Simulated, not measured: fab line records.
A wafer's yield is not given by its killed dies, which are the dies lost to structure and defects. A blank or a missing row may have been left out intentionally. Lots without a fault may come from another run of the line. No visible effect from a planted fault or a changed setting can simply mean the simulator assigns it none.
What tool caused it?	flow n5Finfet	21 lots, 63 wafers sampled, at 6 steps of a route of 1938

## WHAT THE GAUGES READ, wafer by wafer
N5_BEOL_M2_THK_MEAS_53: measures by xrf. Usual: M2_THK typically reads 40.0 nm, with standard deviation 1.2.
lot	measured	on	M2_THK (nm)	flag
L074	day 6 22:00	filmMetro-02	41.6 40.3 39.0	
L075	day 7 01:35	filmMetro-01	41.0 39.2 41.0	
L076	day 7 18:29	filmMetro-02	41.7 39.7 40.1	
L079	day 8 09:49	filmMetro-01	42.2 40.4 40.4	
L080	day 8 13:41	filmMetro-02	39.2 40.3 40.6	
L078	day 8 15:12	filmMetro-01	41.1 40.8 40.7	
L081	day 8 18:08	filmMetro-01	40.0 39.4 36.9	
L083	day 9 00:40	filmMetro-01	40.9 41.2 37.9	
L084	day 9 17:28	filmMetro-02	40.2 37.6 39.3	
L085	day 9 18:20	filmMetro-01	39.9 38.9 39.9	
L086	day 10 06:10	filmMetro-01	37.9 41.8 39.1	
L087	day 10 17:19	filmMetro-01	40.6 39.9 40.2	
L088	day 11 04:33	filmMetro-02	39.9 39.8 40.4	
L090	day 11 06:08	filmMetro-01	40.6 39.4 39.7	
L092	day 11 12:23	filmMetro-02	42.3 42.4 44.2	
L091	day 11 14:29	filmMetro-01	37.7 37.9 38.2	
L093	day 11 17:05	filmMetro-01	40.9 38.3 38.8	
L094	day 12 07:19	filmMetro-01	38.2 39.9 38.0	
L095	day 12 10:58	filmMetro-01	40.0 42.2 40.9	
L097	day 12 18:00	filmMetro-02	41.6 40.4 40.6	
L096	day 12 21:20	filmMetro-02	40.3 40.1 40.4	

## WHAT TOOL EACH LOT RAN ON (gives the tool, then ch and the chambers of the sampled wafers, and finally the start)
lot	N5_BEOL_M2_STRIP_66	N5_BEOL_M2_DESCUM_33	N5_BEOL_M2_PRE_CLEAN_45	N5_BEOL_M2_SPUTTER_48	N5_BEOL_M2_SPUTTER_90
L074	rieDiel-04 ch 2,3, day 6 16:22	rieDiel-03 ch 1,3, day 6 17:22	pvdSputter-02, day 6 18:52	pvdSputter-03, day 6 19:27	pvdSputter-03, day 6 20:33
L075	rieDiel-03 ch 0,3, day 6 20:14	rieDiel-03 ch 2,3, day 6 20:58	pvdSputter-02, day 6 22:19	pvdSputter-02, day 6 22:56	pvdSputter-02, day 7 00:02
L076	rieDiel-03 ch 0,3, day 7 08:15	rieDiel-04 ch 0,2,3, day 7 08:58	pvdSputter-02, day 7 13:43	pvdSputter-02, day 7 15:57	pvdSputter-02, day 7 17:03
L079	rieDiel-03 ch 0,2, day 7 21:02	rieDiel-04 ch 1,2,3, day 7 21:45	pvdSputter-02, day 8 06:44	pvdSputter-03, day 8 07:16	pvdSputter-03, day 8 08:22
L080	rieDiel-04 ch 1,3, day 7 23:02	rieDiel-02 ch 0,2,3, day 7 23:52	pvdSputter-03, day 8 10:17	pvdSputter-03, day 8 11:08	pvdSputter-03, day 8 12:14
L078	rieDiel-03 ch 0,1,2, day 8 00:13	rieDiel-04 ch 1,2,3, day 8 01:00	pvdSputter-03, day 8 10:22	pvdSputter-01, day 8 12:38	pvdSputter-01, day 8 13:44
L081	rieDiel-03 ch 0,1, day 8 10:35	rieDiel-02 ch 0,1,2, day 8 11:16	pvdSputter-02, day 8 14:45	pvdSputter-02, day 8 15:35	pvdSputter-02, day 8 16:41
L083	rieDiel-02 ch 1,2, day 8 18:49	rieDiel-03 ch 0,1,2, day 8 19:39	pvdSputter-02, day 8 21:01	pvdSputter-03, day 8 21:51	pvdSputter-03, day 8 22:57
L084	rieDiel-02 ch 0,1,3, day 9 06:49	rieDiel-04 ch 2,3, day 9 07:37	pvdSputter-02, day 9 14:24	pvdSputter-02, day 9 14:55	pvdSputter-02, day 9 16:01
L085	rieDiel-04 ch 0,2, day 9 07:02	rieDiel-04 ch 0,2, day 9 07:50	pvdSputter-02, day 9 14:47	pvdSputter-01, day 9 15:44	pvdSputter-01, day 9 16:50
L086	rieDiel-03 ch 1,2, day 9 22:47	rieDiel-03 ch 0,2,3, day 9 23:37	pvdSputter-03, day 10 01:14	pvdSputter-03, day 10 03:37	pvdSputter-03, day 10 04:43
L087	rieDiel-02 ch 2,3, day 10 11:05	rieDiel-04 ch 0,1,3, day 10 11:53	pvdSputter-03, day 10 14:01	pvdSputter-02, day 10 14:46	pvdSputter-02, day 10 15:52
L088	rieDiel-03 ch 1,2,3, day 10 19:35	rieDiel-03 ch 0,2,3, day 10 20:25	pvdSputter-02, day 11 01:04	pvdSputter-02, day 11 01:49	pvdSputter-02, day 11 02:55
L090	rieDiel-04 ch 1,3, day 10 20:43	rieDiel-02 ch 0,1,2, day 10 21:39	pvdSputter-03, day 11 02:44	pvdSputter-03, day 11 03:30	pvdSputter-03, day 11 04:36
L092	rieDiel-04 ch 0,1,3, day 11 03:10	rieDiel-03 ch 1,2,3, day 11 05:05	pvdSputter-02, day 11 09:03	pvdSputter-03, day 11 09:51	pvdSputter-03, day 11 10:57
L091	rieDiel-02 ch 1,3, day 11 05:32	rieDiel-04 ch 1,3, day 11 06:13	pvdSputter-01, day 11 09:08	pvdSputter-03, day 11 11:41	pvdSputter-03, day 11 12:47
L093	rieDiel-03 ch 0,3, day 11 09:20	rieDiel-02 ch 0,1,3, day 11 10:14	pvdSputter-02, day 11 14:02	pvdSputter-02, day 11 14:33	pvdSputter-02, day 11 15:39
L094	rieDiel-02 ch 1,3, day 11 21:33	rieDiel-03 ch 2,3, day 11 23:12	pvdSputter-02, day 12 02:23	pvdSputter-02, day 12 04:46	pvdSputter-02, day 12 05:52
L095	rieDiel-03 ch 1,2,3, day 11 22:22	rieDiel-02 ch 1,3, day 11 23:16	pvdSputter-01, day 12 07:22	pvdSputter-02, day 12 08:04	pvdSputter-02, day 12 09:14
L097	rieDiel-04 ch 0,1, day 12 07:28	rieDiel-03 ch 1,2, day 12 08:09	pvdSputter-02, day 12 13:00	pvdSputter-01, day 12 15:27	pvdSputter-01, day 12 16:33
L096	rieDiel-03 ch 0,1,2, day 12 07:56	rieDiel-04 ch 0,1,3, day 12 08:36	pvdSputter-02, day 12 18:02	pvdSputter-03, day 12 18:43	pvdSputter-03, day 12 19:49
- N5_BEOL_M2_STRIP_66: strips in CF4.
- N5_BEOL_M2_DESCUM_33: chemistry O2, time 7 s.
- N5_BEOL_M2_PRE_CLEAN_45: time 30 s.
- N5_BEOL_M2_SPUTTER_48: material Cu, target thk 4.5 nm, time 8.29 s.
- N5_BEOL_M2_SPUTTER_90: material Cu, target thk 4.5 nm, time 8.29 s.

## WHAT THE TOOLS THEMSELVES READ (means of the sampled wafers that have a number; where no wafer has one, the mark that the record gives instead)
N5_BEOL_M2_STRIP_66. Usual: chamberPressureMTorr 49.99 mTorr, standard deviation 0.05; drypumpMotorCurrentA 5.8 A, standard deviation 0.47; oesProductAu 0.78 a.u., standard deviation 0.083; rfVppV 271.4 V, standard deviation 1.5; showerheadPlenumPTorr 1.80 Torr, standard deviation 0.055; throttleValvePct 13.53 %, standard deviation 0.19.
lot	tool	chamberPressureMTorr (mTorr)	drypumpMotorCurrentA (A)	oesProductAu (a.u.)	rfVppV (V)	showerheadPlenumPTorr (Torr)	throttleValvePct (%)	flag
L074	rieDiel-04	49.98	6.1	0.84	270.3	1.79	13.55	
L075	rieDiel-03	49.99	5.6	0.73	269.8	1.76	13.61	
L076	rieDiel-03	50.03	5.6	0.72	269.9	1.76	13.63	
L079	rieDiel-03	50.05	5.5	0.75	271.3	1.79	13.44	
L080	rieDiel-04	49.95	6.3	0.74	270.6	1.78	13.59	
L078	rieDiel-03	50.02	5.5	0.78	271.3	1.81	13.42	
L081	rieDiel-03	49.99	5.5	0.76	271.7	1.80	13.49	
L083	rieDiel-02	49.98	5.5	0.70	271.4	1.84	13.82	
L084	rieDiel-02	49.97	5.7	0.70	270.5	1.77	13.57	
L085	rieDiel-04	50.01	6.0	0.77	271.5	1.77	13.71	
L086	rieDiel-03	49.93	5.3	0.80	271.5	1.81	13.40	
L087	rieDiel-02	50.04	5.5	0.70	271.5	1.79	13.69	
L088	rieDiel-03	49.98	5.5	0.83	273.1	1.83	13.39	
L090	rieDiel-04	49.99	6.4	0.87	271.9	1.79	13.40	
L092	rieDiel-04	49.98	6.5	0.87	272.3	1.82	13.39	
L091	rieDiel-02	49.96	5.8	0.70	272.0	1.78	13.59	
L093	rieDiel-03	49.94	5.7	0.84	273.1	1.85	13.43	
L094	rieDiel-02	50.03	5.8	0.70	271.4	1.78	13.60	
L095	rieDiel-03	49.98	5.5	0.82	271.4	1.83	13.41	
L097	rieDiel-04	49.99	6.6	0.86	272.6	1.84	13.38	
L096	rieDiel-03	49.98	5.4	0.75	271.3	1.80	13.50	

N5_BEOL_M2_DESCUM_33. Usual: chamberPressureMTorr 19.999 mTorr, standard deviation 0.018; drypumpMotorCurrentA 5.8 A, standard deviation 0.45; oesProductAu 0.79 a.u., standard deviation 0.091; rfVppV 243.4 V, standard deviation 1.5; showerheadPlenumPTorr 2.10 Torr, standard deviation 0.075; throttleValvePct 20.37 %, standard deviation 0.17.
lot	tool	chamberPressureMTorr (mTorr)	drypumpMotorCurrentA (A)	oesProductAu (a.u.)	rfVppV (V)	showerheadPlenumPTorr (Torr)	throttleValvePct (%)	flag
L074	rieDiel-03	19.992	5.4	0.81	243.4	2.08	20.33	
L075	rieDiel-03	20.010	5.6	0.74	242.4	2.02	20.49	
L076	rieDiel-04	19.998	6.2	0.77	242.0	2.03	20.60	
L079	rieDiel-04	19.987	6.1	0.76	243.4	2.06	20.46	
L080	rieDiel-02	19.995	5.4	0.73	242.5	2.09	20.54	
L078	rieDiel-04	19.995	6.1	0.76	242.7	2.06	20.48	
L081	rieDiel-02	19.998	5.6	0.72	243.0	2.11	20.51	
L083	rieDiel-03	19.993	5.5	0.79	243.0	2.09	20.21	
L084	rieDiel-04	20.003	5.9	0.77	241.8	2.02	20.54	
L085	rieDiel-04	19.986	6.3	0.85	243.8	2.15	20.48	
L086	rieDiel-03	19.989	5.6	0.82	244.4	2.13	20.26	
L087	rieDiel-04	20.021	6.5	0.90	243.7	2.14	20.36	
L088	rieDiel-03	19.991	5.6	0.81	243.4	2.13	20.26	
L090	rieDiel-02	20.005	5.6	0.70	243.9	2.10	20.54	
L092	rieDiel-03	19.997	5.5	0.84	244.4	2.14	20.25	
L091	rieDiel-04	20.003	6.3	0.91	243.0	2.08	20.27	
L093	rieDiel-02	19.994	5.7	0.71	242.9	2.07	20.40	
L094	rieDiel-03	19.995	5.5	0.81	243.9	2.14	20.26	
L095	rieDiel-02	20.024	5.8	0.70	244.1	2.09	20.39	
L097	rieDiel-03	20.012	5.4	0.78	244.2	2.10	20.25	
L096	rieDiel-04	20.004	6.5	0.88	242.8	2.13	20.39	

N5_BEOL_M2_PRE_CLEAN_45. Usual: heaterPowerW 333 W, standard deviation 21; susceptorTempC 250.01 C, standard deviation 0.18.
lot	tool	heaterPowerW (W)	susceptorTempC (C)	flag
L074	pvdSputter-02	334	249.99	
L075	pvdSputter-02	329	249.79	
L076	pvdSputter-02	329	250.13	
L079	pvdSputter-02	341	249.83	
L080	pvdSputter-03	342	249.94	
L078	pvdSputter-03	341	250.13	
L081	pvdSputter-02	329	249.85	
L083	pvdSputter-02	332	250.12	
L084	pvdSputter-02	323	250.17	
L085	pvdSputter-02	330	250.00	
L086	pvdSputter-03	344	249.98	
L087	pvdSputter-03	335	249.89	
L088	pvdSputter-02	328	250.04	
L090	pvdSputter-03	328	249.87	
L092	pvdSputter-02	329	249.86	
L091	pvdSputter-01	304	250.14	
L093	pvdSputter-02	329	249.97	
L094	pvdSputter-02	348	249.95	
L095	pvdSputter-01	326	250.18	
L097	pvdSputter-02	337	249.99	
L096	pvdSputter-02	314	249.95	

N5_BEOL_M2_SPUTTER_48. Usual: chamberPressurePa 0.06997 Pa, standard deviation 0.00013; chuckSensorTempC -15.95 C, standard deviation 0.27; substrateTempC -19.99 C, standard deviation 0.1; susceptorTempC -19.99 C, standard deviation 0.1; throttleValvePct 30.0 %, standard deviation 1.1.
lot	tool	chamberPressurePa (Pa)	chuckSensorTempC (C)	substrateTempC (C)	susceptorTempC (C)	throttleValvePct (%)	flag
L074	pvdSputter-03	0.06993	-15.74	-19.96	-19.86	29.4	
L075	pvdSputter-02	0.07008	-15.78	-19.91	-19.96	29.7	
L076	pvdSputter-02	0.06989	-15.74	-20.11	-20.14	29.6	
L079	pvdSputter-03	0.06988	-15.91	-19.99	-19.93	29.0	
L080	pvdSputter-03	0.06999	-15.90	-19.97	-20.01	29.7	
L078	pvdSputter-01	0.06987	-16.17	-19.89	-19.93	29.6	
L081	pvdSputter-02	0.06982	-16.17	-20.06	-20.06	31.0	
L083	pvdSputter-03	0.06986	-15.72	-19.99	-20.00	29.5	
L084	pvdSputter-02	0.06999	-15.83	-20.03	-19.97	29.8	
L085	pvdSputter-01	0.06988	-16.26	-19.98	-19.93	29.5	
L086	pvdSputter-03	0.06988	-15.93	-19.98	-20.08	29.2	
L087	pvdSputter-02	0.06985	-16.13	-20.04	-19.98	30.4	
L088	pvdSputter-02	0.06990	-16.15	-20.01	-20.03	30.5	
L090	pvdSputter-03	0.06999	-15.78	-19.98	-20.03	30.2	
L092	pvdSputter-03	0.07003	-15.89	-19.96	-19.92	29.6	
L091	pvdSputter-03	0.06998	-15.67	-20.03	-20.05	30.3	
L093	pvdSputter-02	0.07005	-16.07	-19.99	-20.01	30.4	
L094	pvdSputter-02	0.06989	-15.90	-19.90	-20.06	29.8	
L095	pvdSputter-02	0.06995	-16.13	-19.96	-19.98	30.8	
L097	pvdSputter-01	0.06994	-16.30	-19.97	-19.95	29.5	
L096	pvdSputter-03	0.07010	-15.66	-20.02	-19.88	29.6	

N5_BEOL_M2_SPUTTER_90. Usual: chamberPressurePa 0.07 Pa, standard deviation 0.00014; chuckSensorTempC -15.94 C, standard deviation 0.29; substrateTempC -20.01 C, standard deviation 0.1; susceptorTempC -19.99 C, standard deviation 0.1; throttleValvePct 30.0 %, standard deviation 1.2.
lot	tool	chamberPressurePa (Pa)	chuckSensorTempC (C)	substrateTempC (C)	susceptorTempC (C)	throttleValvePct (%)	flag
L074	pvdSputter-03	0.07	-15.71	-20.04	-20.01	29.5	
L075	pvdSputter-02	0.07	-15.83	-19.97	-20.08	29.8	
L076	pvdSputter-02	0.07	-15.85	-19.98	-20.01	29.6	
L079	pvdSputter-03	0.07	-15.88	-19.99	-20.07	28.8	
L080	pvdSputter-03	0.07	-15.94	-20.00	-20.02	29.7	
L078	pvdSputter-01	0.07	-16.13	-19.90	-19.96	29.6	
L081	pvdSputter-02	0.07	-16.23	-20.09	-19.92	30.9	
L083	pvdSputter-03	0.07	-15.72	-20.14	-19.93	29.7	
L084	pvdSputter-02	0.07	-15.84	-19.91	-20.00	29.7	
L085	pvdSputter-01	0.07	-16.13	-20.02	-20.09	29.3	
L086	pvdSputter-03	0.07	-15.95	-20.02	-19.94	29.0	
L087	pvdSputter-02	0.07	-16.06	-19.98	-19.91	30.4	
L088	pvdSputter-02	0.07	-16.04	-20.10	-19.99	30.6	
L090	pvdSputter-03	0.07	-15.72	-20.03	-20.06	30.2	
L092	pvdSputter-03	0.07	-15.80	-20.14	-19.96	29.8	
L091	pvdSputter-03	0.07	-15.67	-20.00	-20.06	30.4	
L093	pvdSputter-02	0.07	-16.18	-19.95	-19.96	30.4	
L094	pvdSputter-02	0.07	-15.74	-19.96	-19.87	29.7	
L095	pvdSputter-02	0.07	-15.99	-20.01	-20.06	30.8	
L097	pvdSputter-01	0.07	-16.29	-19.99	-19.92	29.4	
L096	pvdSputter-03	0.07	-15.80	-20.08	-19.94	29.8	

## THE ANSWER, worked out from the rows above alone
Rule: a lot is off if the mean of its wafers that have a number lies more than 3 standard deviations from the usual mean. Also off: a lot with no number at a reading for which 4 or more lots have one. Any other lot the step has rows for is counted as sound. Order of review: gauges by route order, followed by the tools' own readings, for which a lot's mean as printed above is used. At the first step where some lot is off, the reading lying furthest off is the one used; lots without a number count as furthest.
None of the lots is off at any reading shown; this tells nothing.

## WHAT THE SIMULATOR HAD PUT IN
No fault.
